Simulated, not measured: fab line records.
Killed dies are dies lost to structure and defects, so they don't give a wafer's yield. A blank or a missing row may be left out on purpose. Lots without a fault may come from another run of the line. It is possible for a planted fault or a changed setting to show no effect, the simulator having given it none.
Chamber matching | flow nand_harc | NHARC_A_STAIRCASE_ETCH_169 on rie_diel-07: 4 sister chambers
The step etches the open film in CH3F/O2, target depth 50 nm, time 107.1 s. 4 wafers are shown with their chamber, then 8 later ones without.

## WAFERS, EACH WITH ITS CHAMBER
wafer  | chamber | drypump_motor_current_A (A)
L981.6 | 0       | 6.2
L990.2 | 1       | 5.0
L990.5 | 2       | 5.2
L997.4 | 3       | 5.3

## WAFERS WITH NO CHAMBER GIVEN
wafer  | drypump_motor_current_A (A)
L997.5 | 5.2
L997.6 | 5.0
L999.1 | 5.3
L999.3 | 5.2
L999.4 | 6.1
L998.1 | 6.1
L998.2 | 5.0
L998.4 | 5.3

## EACH ONE'S CHAMBER
wafer  | from the rows above     | in truth
L997.5 | can't be placed: 2 or 3 | 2
L997.6 | 1                       | 1
L999.1 | can't be placed: 3 or 2 | 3
L999.3 | can't be placed: 2 or 3 | 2
L999.4 | 0                       | 0
L998.1 | 0                       | 0
L998.2 | 1                       | 1
L998.4 | can't be placed: 3 or 2 | 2
Correctly placed: 4 of 8. These rows do not allow placing 4 (true chamber among the candidates in 4). Placed wrongly: 0.
How it was worked out, from the rows above alone: a wafer's distance from a chamber is the root of the sum, over the readings, of the square of ((its reading less the chamber's mean) divided by the reading's scatter). The wafer belongs to the nearest chamber; if the next one is less than 2 further off, it can't be placed. A chamber's mean is the mean of its shown wafers. The scatter: root of mean squared gap, hidden wafer to nearest shown wafer, with one shown wafer a chamber.
